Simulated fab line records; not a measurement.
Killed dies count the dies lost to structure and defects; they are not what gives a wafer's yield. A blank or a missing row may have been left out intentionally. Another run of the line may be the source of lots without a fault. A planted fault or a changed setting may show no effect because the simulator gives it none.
Chamber matching | flow nand-harc | NHARC_A_BONDPAD_DEP_00 on pecvd-04: 3 sister chambers
The step deposits SiCN, target thk 250 nm. 6 wafers are shown with their chamber, then 10 later ones without.

== WAFERS WITH THEIR CHAMBER ==
wafer  | chamber | heater-power-w (W) | heater-power-outer-w (W)
L084.2 | 2       | 703                | 364
L087.1 | 0       | 584                | 331
L087.2 | 2       | 664                | 337
L087.5 | 1       | 560                | 330
L089.1 | 0       | 552                | 298
L089.4 | 1       | 613                | 379

== WAFERS WITH NO CHAMBER GIVEN ==
wafer  | heater-power-w (W) | heater-power-outer-w (W)
L089.5 | 715                | 373
L091.1 | 501                | 255
L091.5 | 529                | 263
L091.6 | 606                | 369
L095.2 | 633                | 302
L095.3 | 623                | 379
L095.6 | 629                | 387
L094.1 | 666                | 353
L094.2 | 556                | 342
L094.6 | 573                | 305

== WHICH CHAMBER EACH ONE RAN IN ==
wafer  | from the rows above          | in truth
L089.5 | 2                            | 2
L091.1 | can't be placed: 0 or 1      | 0
L091.5 | can't be placed: 0 or 1      | 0
L091.6 | can't be placed: 1 or 0 or 2 | 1
L095.2 | can't be placed: 0 or 2 or 1 | 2
L095.3 | can't be placed: 1 or 2 or 0 | 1
L095.6 | can't be placed: 1 or 2 or 0 | 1
L094.1 | 2                            | 2
L094.2 | can't be placed: 0 or 1      | 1
L094.6 | can't be placed: 0 or 1      | 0
Correctly placed: 2 of 10. Not placeable from these rows: 8 (in 8, the candidates include the true chamber). 0 placed wrongly.
How it was worked out, from the rows above alone: a wafer's distance from a chamber is the root of the sum, over the readings, of the square of ((its reading less the chamber's mean) divided by the reading's scatter). The wafer belongs to the nearest chamber; if the next one is less than 2 further off, it can't be placed. Each chamber's mean is taken over the wafers shown for it. The scatter: the root of (the sum of the squares of (reading less its chamber's mean) over the shown wafers, divided by (wafers less chambers)).
